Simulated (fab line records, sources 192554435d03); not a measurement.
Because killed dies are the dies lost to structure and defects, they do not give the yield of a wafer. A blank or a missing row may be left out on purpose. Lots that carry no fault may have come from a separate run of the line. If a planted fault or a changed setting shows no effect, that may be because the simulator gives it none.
The tool behind it: which one? :: flow n5-finfet :: 37 wafers from 14 lots sampled at 6 of the route's 1938 steps

WHAT THE GAUGES READ, wafer by wafer
N5_BEOL_M13_THK_MEAS_50: measures by xrf.
lot: L437
measured: day 10 13:26
on: film-metro-02
M13_THK (nm): 440 443

lot: L436
measured: day 10 19:37
on: film-metro-01
M13_THK (nm): 444 437

lot: L441
measured: day 11 18:48
on: film-metro-02
M13_THK (nm): 417 422 438

lot: L440
measured: day 11 23:20
on: film-metro-01
M13_THK (nm): 414 426 416

lot: L443
measured: day 12 06:29
on: film-metro-02
M13_THK (nm): 435 442 437

lot: L444
measured: day 12 18:07
on: film-metro-01
M13_THK (nm): 433 434 444

lot: L445
measured: day 12 23:54
on: film-metro-01
M13_THK (nm): 446 445 437

lot: L446
measured: day 13 12:56
on: film-metro-02
M13_THK (nm): 432 439 434

lot: L453
measured: day 15 02:35
on: film-metro-01
M13_THK (nm): 409 444 426

lot: L455
measured: day 15 10:38
on: film-metro-01
M13_THK (nm): 448 412

lot: L456
measured: day 15 13:30
on: film-metro-01
M13_THK (nm): 444 442 436

lot: L454
measured: day 15 14:01
on: film-metro-02
M13_THK (nm): 432 435 445

lot: L457
measured: day 16 10:51
on: film-metro-01
M13_THK (nm): 444 438

lot: L458
measured: day 16 14:50
on: film-metro-01
M13_THK (nm): 418 446

N5_BEOL_M13_INSPECT_55: inspects for defects (darkfield).
lot: L437
measured: day 10 13:35
on: defect-inspect-02
raw-defect-count: 56 44

lot: L436
measured: day 10 19:47
on: defect-inspect-01
raw-defect-count: 63 63

lot: L441
measured: day 11 18:58
on: defect-inspect-02
raw-defect-count: 95 138 76

lot: L440
measured: day 11 23:31
on: defect-inspect-02
raw-defect-count: 79 72 59

lot: L443
measured: day 12 06:38
on: defect-inspect-02
raw-defect-count: 139 112 110

lot: L444
measured: day 12 18:18
on: defect-inspect-02
raw-defect-count: 76 58 64

lot: L445
measured: day 13 00:03
on: defect-inspect-01
raw-defect-count: 75 97 64

lot: L446
measured: day 13 13:05
on: defect-inspect-01
raw-defect-count: 100 75 106

lot: L453
measured: day 15 02:44
on: defect-inspect-02
raw-defect-count: 84 80 95

lot: L455
measured: day 15 10:48
on: defect-inspect-02
raw-defect-count: 54 56

lot: L456
measured: day 15 13:40
on: defect-inspect-01
raw-defect-count: 114 86 100

lot: L454
measured: day 15 14:10
on: defect-inspect-02
raw-defect-count: 69 80 78

lot: L457
measured: day 16 11:00
on: defect-inspect-01
raw-defect-count: 53 125

lot: L458
measured: day 16 14:59
on: defect-inspect-01
raw-defect-count: 73 41

N5_BEOL_M14_OVL_MEAS_11.
lot: L437
measured: day 10 14:13
on: overlay-02
V13_OVL (nm): 3 3

lot: L436
measured: day 10 20:28
on: overlay-01
V13_OVL (nm): 8 4

lot: L441
measured: day 11 19:36
on: overlay-02
V13_OVL (nm): 13 5 2

lot: L440
measured: day 12 00:17
on: overlay-01
V13_OVL (nm): 6 6 12

lot: L443
measured: day 12 07:16
on: overlay-02
V13_OVL (nm): 13 8 8

lot: L444
measured: day 12 18:59
on: overlay-02
V13_OVL (nm): 8 8 4

lot: L445
measured: day 13 00:37
on: overlay-01
V13_OVL (nm): 4 0 4

lot: L446
measured: day 13 13:40
on: overlay-02
V13_OVL (nm): 14 -4 8

lot: L453
measured: day 15 03:25
on: overlay-02
V13_OVL (nm): 14 3 -2

lot: L455
measured: day 15 11:22
on: overlay-01
V13_OVL (nm): 0 0

lot: L456
measured: day 15 14:13
on: overlay-02
V13_OVL (nm): 9 6 7

lot: L454
measured: day 15 14:52
on: overlay-01
V13_OVL (nm): 10 -2 -6

lot: L457
measured: day 16 11:41
on: overlay-01
V13_OVL (nm): 8 0

lot: L458
measured: day 16 15:34
on: overlay-01
V13_OVL (nm): 6 -1

N5_BEOL_M14_CD_MEAS_17 targets a cd of 250 nm.
lot: L437
measured: day 10 14:43
on: cd-sem-02
cd-nm (nm): 248 245

lot: L436
measured: day 10 20:59
on: cd-sem-03
cd-nm (nm): 248 252

lot: L441
measured: day 11 20:06
on: cd-sem-03
cd-nm (nm): 243 250 248

lot: L440
measured: day 12 00:48
on: cd-sem-03
cd-nm (nm): 250 251 253

lot: L443
measured: day 12 07:46
on: cd-sem-01
cd-nm (nm): 249 256 251

lot: L444
measured: day 12 19:29
on: cd-sem-01
cd-nm (nm): 248 251 246

lot: L445
measured: day 13 01:07
on: cd-sem-03
cd-nm (nm): - - -

lot: L446
measured: day 13 14:09
on: cd-sem-01
cd-nm (nm): - - -

lot: L453
measured: day 15 03:55
on: cd-sem-01
cd-nm (nm): 252 247 246

lot: L455
measured: day 15 12:07
on: cd-sem-03
cd-nm (nm): 252 251

lot: L456
measured: day 15 14:43
on: cd-sem-01
cd-nm (nm): 244 248 245

lot: L454
measured: day 15 15:25
on: cd-sem-03
cd-nm (nm): 247 253 252

lot: L457
measured: day 16 12:12
on: cd-sem-03
cd-nm (nm): 250 246

lot: L458
measured: day 16 16:03
on: cd-sem-01
cd-nm (nm): 251 246

WHICH TOOL RAN EACH LOT (tool, then ch and the chambers of the sampled wafers, then the start)
lot: L437
N5_BEOL_M14_ILD_DEP_00: pecvd-04 ch 1, day 10 13:42
N5_BEOL_M14_VIA_ETCH_16: rie-diel-03 ch 0,3, day 10 14:28

lot: L436
N5_BEOL_M14_ILD_DEP_00: pecvd-04 ch 1,2, day 10 19:49
N5_BEOL_M14_VIA_ETCH_16: rie-diel-03 ch 0,3, day 10 20:37

lot: L441
N5_BEOL_M14_ILD_DEP_00: pecvd-01 ch 0,2, day 11 18:59
N5_BEOL_M14_VIA_ETCH_16: rie-diel-05 ch 0,2, day 11 19:44

lot: L440
N5_BEOL_M14_ILD_DEP_00: pecvd-01 ch 0,2, day 11 23:34
N5_BEOL_M14_VIA_ETCH_16: rie-diel-04 ch 1,2,3, day 12 00:27

lot: L443
N5_BEOL_M14_ILD_DEP_00: pecvd-04 ch 1,2, day 12 06:40
N5_BEOL_M14_VIA_ETCH_16: rie-diel-04 ch 1,2, day 12 07:25

lot: L444
N5_BEOL_M14_ILD_DEP_00: pecvd-04 ch 0,1,2, day 12 18:20
N5_BEOL_M14_VIA_ETCH_16: rie-diel-03 ch 1,2,3, day 12 19:08

lot: L445
N5_BEOL_M14_ILD_DEP_00: pecvd-01 ch 0,1, day 13 00:05
N5_BEOL_M14_VIA_ETCH_16: rie-diel-04 ch 0,2,3, day 13 00:46

lot: L446
N5_BEOL_M14_ILD_DEP_00: pecvd-04 ch 0,1,2, day 13 13:08
N5_BEOL_M14_VIA_ETCH_16: rie-diel-03 ch 1,2,3, day 13 13:48

lot: L453
N5_BEOL_M14_ILD_DEP_00: pecvd-04 ch 0,1,2, day 15 02:46
N5_BEOL_M14_VIA_ETCH_16: rie-diel-04 ch 0,1,3, day 15 03:34

lot: L455
N5_BEOL_M14_ILD_DEP_00: pecvd-01 ch 0,2, day 15 10:50
N5_BEOL_M14_VIA_ETCH_16: rie-diel-03 ch 0,1, day 15 11:46

lot: L456
N5_BEOL_M14_ILD_DEP_00: pecvd-01 ch 1,2, day 15 13:41
N5_BEOL_M14_VIA_ETCH_16: rie-diel-04 ch 0,2, day 15 14:22

lot: L454
N5_BEOL_M14_ILD_DEP_00: pecvd-02 ch 0,1, day 15 14:13
N5_BEOL_M14_VIA_ETCH_16: rie-diel-03 ch 0,2,3, day 15 15:02

lot: L457
N5_BEOL_M14_ILD_DEP_00: pecvd-01 ch 1,2, day 16 11:07
N5_BEOL_M14_VIA_ETCH_16: rie-diel-03 ch 0,1, day 16 11:56

lot: L458
N5_BEOL_M14_ILD_DEP_00: pecvd-01 ch 0,1, day 16 15:06
N5_BEOL_M14_VIA_ETCH_16: rie-diel-05 ch 1,2, day 16 15:47
- N5_BEOL_M14_ILD_DEP_00: deposits SiO2 from TEOS/O2, target thk 1119.3 nm, time 237.4 s.
- N5_BEOL_M14_VIA_ETCH_16: etches SiO2 in C4F8/O2/Ar, target depth 1231.3 nm.

AS READ BY THE TOOLS THEMSELVES (means over the sampled wafers that have a number; for cases with no such wafer, the mark the record gives instead)
N5_BEOL_M14_ILD_DEP_00.
lot: L437
tool: pecvd-04
chamber-pressure-Torr (Torr): 6.497
heater-power-outer-w (W): 227
heater-power-w (W): 528
showerhead-plenum-p-Torr (Torr): 8.36
throttle-valve-pct (%): 19.2

lot: L436
tool: pecvd-04
chamber-pressure-Torr (Torr): 6.496
heater-power-outer-w (W): 291
heater-power-w (W): 556
showerhead-plenum-p-Torr (Torr): 8.37
throttle-valve-pct (%): 18.4

lot: L441
tool: pecvd-01
chamber-pressure-Torr (Torr): 6.512
heater-power-outer-w (W): 330
heater-power-w (W): 545
showerhead-plenum-p-Torr (Torr): 8.36
throttle-valve-pct (%): 18.2

lot: L440
tool: pecvd-01
chamber-pressure-Torr (Torr): 6.486
heater-power-outer-w (W): 353
heater-power-w (W): 601
showerhead-plenum-p-Torr (Torr): 8.36
throttle-valve-pct (%): 18.8

lot: L443
tool: pecvd-04
chamber-pressure-Torr (Torr): 6.503
heater-power-outer-w (W): 266
heater-power-w (W): 499
showerhead-plenum-p-Torr (Torr): 8.39
throttle-valve-pct (%): 18.3

lot: L444
tool: pecvd-04
chamber-pressure-Torr (Torr): 6.511
heater-power-outer-w (W): 300
heater-power-w (W): 575
showerhead-plenum-p-Torr (Torr): 8.37
throttle-valve-pct (%): 19.1

lot: L445
tool: pecvd-01
chamber-pressure-Torr (Torr): -
heater-power-outer-w (W): -
heater-power-w (W): -
showerhead-plenum-p-Torr (Torr): -
throttle-valve-pct (%): -

lot: L446
tool: pecvd-04
chamber-pressure-Torr (Torr): -
heater-power-outer-w (W): -
heater-power-w (W): -
showerhead-plenum-p-Torr (Torr): -
throttle-valve-pct (%): -

lot: L453
tool: pecvd-04
chamber-pressure-Torr (Torr): 6.513
heater-power-outer-w (W): 319
heater-power-w (W): 598
showerhead-plenum-p-Torr (Torr): 8.38
throttle-valve-pct (%): 19.0

lot: L455
tool: pecvd-01
chamber-pressure-Torr (Torr): 6.490
heater-power-outer-w (W): 339
heater-power-w (W): 563
showerhead-plenum-p-Torr (Torr): 8.37
throttle-valve-pct (%): 18.6

lot: L456
tool: pecvd-01
chamber-pressure-Torr (Torr): 6.499
heater-power-outer-w (W): 300
heater-power-w (W): 502
showerhead-plenum-p-Torr (Torr): 8.37
throttle-valve-pct (%): 19.4

lot: L454
tool: pecvd-02
chamber-pressure-Torr (Torr): 6.501
heater-power-outer-w (W): 317
heater-power-w (W): 529
showerhead-plenum-p-Torr (Torr): 8.35
throttle-valve-pct (%): 19.8

lot: L457
tool: pecvd-01
chamber-pressure-Torr (Torr): 6.508
heater-power-outer-w (W): 301
heater-power-w (W): 510
showerhead-plenum-p-Torr (Torr): 8.38
throttle-valve-pct (%): 18.9

lot: L458
tool: pecvd-01
chamber-pressure-Torr (Torr): 6.514
heater-power-outer-w (W): 289
heater-power-w (W): 514
showerhead-plenum-p-Torr (Torr): 8.37
throttle-valve-pct (%): 20.0

N5_BEOL_M14_VIA_ETCH_16.
lot: L437
tool: rie-diel-03
drypump-motor-current-A (A): 5.7
he-inner-torr (Torr): 14.98
he-outer-torr (Torr): 29.89
oes-product-au (a.u.): 0.82
rf-vpp-V (V): 2198
showerhead-plenum-p-Torr (Torr): 3.45
throttle-valve-pct (%): 30.95

lot: L436
tool: rie-diel-03
drypump-motor-current-A (A): 5.6
he-inner-torr (Torr): 14.96
he-outer-torr (Torr): 29.95
oes-product-au (a.u.): 0.81
rf-vpp-V (V): 2199
showerhead-plenum-p-Torr (Torr): 3.45
throttle-valve-pct (%): 30.95

lot: L441
tool: rie-diel-05
drypump-motor-current-A (A): 5.5
he-inner-torr (Torr): 14.98
he-outer-torr (Torr): 30.02
oes-product-au (a.u.): 0.64
rf-vpp-V (V): 2184
showerhead-plenum-p-Torr (Torr): 3.37
throttle-valve-pct (%): 30.83

lot: L440
tool: rie-diel-04
drypump-motor-current-A (A): 5.7
he-inner-torr (Torr): 14.98
he-outer-torr (Torr): 30.01
oes-product-au (a.u.): 0.80
rf-vpp-V (V): 2242
showerhead-plenum-p-Torr (Torr): 3.39
throttle-valve-pct (%): 30.95

lot: L443
tool: rie-diel-04
drypump-motor-current-A (A): 5.3
he-inner-torr (Torr): 14.98
he-outer-torr (Torr): 29.98
oes-product-au (a.u.): 0.74
rf-vpp-V (V): 2235
showerhead-plenum-p-Torr (Torr): 3.35
throttle-valve-pct (%): 31.16

lot: L444
tool: rie-diel-03
drypump-motor-current-A (A): 5.7
he-inner-torr (Torr): 14.99
he-outer-torr (Torr): 29.97
oes-product-au (a.u.): 0.78
rf-vpp-V (V): 2270
showerhead-plenum-p-Torr (Torr): 3.47
throttle-valve-pct (%): 30.84

lot: L445
tool: rie-diel-04
drypump-motor-current-A (A): 5.5
he-inner-torr (Torr): 14.97
he-outer-torr (Torr): 30.04
oes-product-au (a.u.): 0.32
rf-vpp-V (V): 2242
showerhead-plenum-p-Torr (Torr): 3.43
throttle-valve-pct (%): 30.13

lot: L446
tool: rie-diel-03
drypump-motor-current-A (A): 5.8
he-inner-torr (Torr): 15.01
he-outer-torr (Torr): 29.96
oes-product-au (a.u.): 0.32
rf-vpp-V (V): 2270
showerhead-plenum-p-Torr (Torr): 3.47
throttle-valve-pct (%): 30.14

lot: L453
tool: rie-diel-04
drypump-motor-current-A (A): 5.5
he-inner-torr (Torr): 15.01
he-outer-torr (Torr): 30.00
oes-product-au (a.u.): 0.74
rf-vpp-V (V): 2259
showerhead-plenum-p-Torr (Torr): 3.43
throttle-valve-pct (%): 30.98

lot: L455
tool: rie-diel-03
drypump-motor-current-A (A): 6.0
he-inner-torr (Torr): 15.00
he-outer-torr (Torr): 30.00
oes-product-au (a.u.): 0.73
rf-vpp-V (V): 2227
showerhead-plenum-p-Torr (Torr): 3.40
throttle-valve-pct (%): 30.86

lot: L456
tool: rie-diel-04
drypump-motor-current-A (A): 5.0
he-inner-torr (Torr): 14.98
he-outer-torr (Torr): 29.99
oes-product-au (a.u.): 0.72
rf-vpp-V (V): 2235
showerhead-plenum-p-Torr (Torr): 3.40
throttle-valve-pct (%): 30.97

lot: L454
tool: rie-diel-03
drypump-motor-current-A (A): 5.5
he-inner-torr (Torr): 14.99
he-outer-torr (Torr): 30.00
oes-product-au (a.u.): 0.78
rf-vpp-V (V): 2217
showerhead-plenum-p-Torr (Torr): 3.44
throttle-valve-pct (%): 30.85

lot: L457
tool: rie-diel-03
drypump-motor-current-A (A): 6.0
he-inner-torr (Torr): 14.99
he-outer-torr (Torr): 29.94
oes-product-au (a.u.): 0.72
rf-vpp-V (V): 2226
showerhead-plenum-p-Torr (Torr): 3.39
throttle-valve-pct (%): 30.86

lot: L458
tool: rie-diel-05
drypump-motor-current-A (A): 5.3
he-inner-torr (Torr): 15.01
he-outer-torr (Torr): 29.95
oes-product-au (a.u.): 0.69
rf-vpp-V (V): 2167
showerhead-plenum-p-Torr (Torr): 3.45
throttle-valve-pct (%): 31.20

THE ANSWER, worked out from the rows above alone
Rule: what is usual is taken from the lots themselves. Put in order of their means at a reading, lots are off if they are a third of the lots or fewer, leave a main group of 4 or more, and stand apart from it by a gap of 3 or more times the standard deviation of the main group's means; of several such gaps the widest counts. The tables above print the reading to a certain number of digits; a main group whose means all agree to those digits is not used. A lot without any number at a reading at which 4 lots or more have one is off too. Any other lot the step has rows for is counted as sound. After the gauges, taken in route order, come the tools' own readings; for these a lot's mean is taken, as printed above. At the first step where some lot is off, the reading lying furthest off is the one used; lots without a number count as furthest.
Off, at N5_BEOL_M14_CD_MEAS_17 on cd-nm: L445, L446. Without a number there: L445, L446. The main group: mean 249 nm, standard deviation 2.
If a tool, at a process step before that reading, ran all the lots that are off and no sound lot after the first of them, it fits. Not tried: the gauges at N5_BEOL_M14_CD_MEAS_17; whatever is off there is also off at N5_BEOL_M14_ILD_DEP_00, on other tools, and gauge error can't account for it. Of those tried, none fits.

WHAT THE SIMULATOR HAD INSERTED
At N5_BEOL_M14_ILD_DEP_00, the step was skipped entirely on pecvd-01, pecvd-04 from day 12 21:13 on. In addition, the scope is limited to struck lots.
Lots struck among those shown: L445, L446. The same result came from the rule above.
